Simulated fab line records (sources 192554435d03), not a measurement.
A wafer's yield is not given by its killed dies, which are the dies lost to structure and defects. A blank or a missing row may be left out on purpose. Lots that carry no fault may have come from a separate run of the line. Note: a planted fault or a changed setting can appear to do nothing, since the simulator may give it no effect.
Chamber matching ; flow n5_finfet ; N5_BEOL_M8_ETCH_61 on rie_diel-05: 4 sister chambers
The step etches SiARC in CF4, target depth 45.5 nm, time 75.8 s. 4 wafers are shown with their chamber, then 10 later ones without.

== EACH WAFER AND ITS CHAMBER ==
wafer;chamber;drypump_motor_current_A (A)
L076.1;2;5.86
L087.4;1;5.82
L091.2;0;5.77
L091.4;3;5.28

== WAFERS MISSING THEIR CHAMBER ==
wafer;drypump_motor_current_A (A)
L091.6;5.28
L094.4;5.27
L094.5;5.85
L094.6;5.84
L095.1;5.83
L095.5;5.85
L095.6;5.81
L097.1;5.82
L097.4;5.86
L097.5;5.83

== CHAMBER TAKEN BY EACH ==
wafer;from the rows above;in truth
L091.6;3;3
L094.4;3;3
L094.5;can't be placed: 2 or 1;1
L094.6;can't be placed: 1 or 2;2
L095.1;1;1
L095.5;can't be placed: 2 or 1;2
L095.6;1;1
L097.1;1;1
L097.4;2;2
L097.5;1;1
7 of 10 placed correctly. These rows do not allow placing 3 (true chamber among the candidates in 3). Number placed wrongly: 0.
How it was worked out, from the rows above alone: a wafer's distance from a chamber is the root of the sum, over the readings, of the square of ((its reading less the chamber's mean) divided by the reading's scatter). If the next closest chamber is less than 2 further off than the closest, the wafer can't be placed; otherwise it belongs to the closest. A chamber's mean is the mean of its shown wafers. The scatter: with one shown wafer a chamber, the root of the mean of the squares of how far each hidden wafer lies from its nearest shown one.
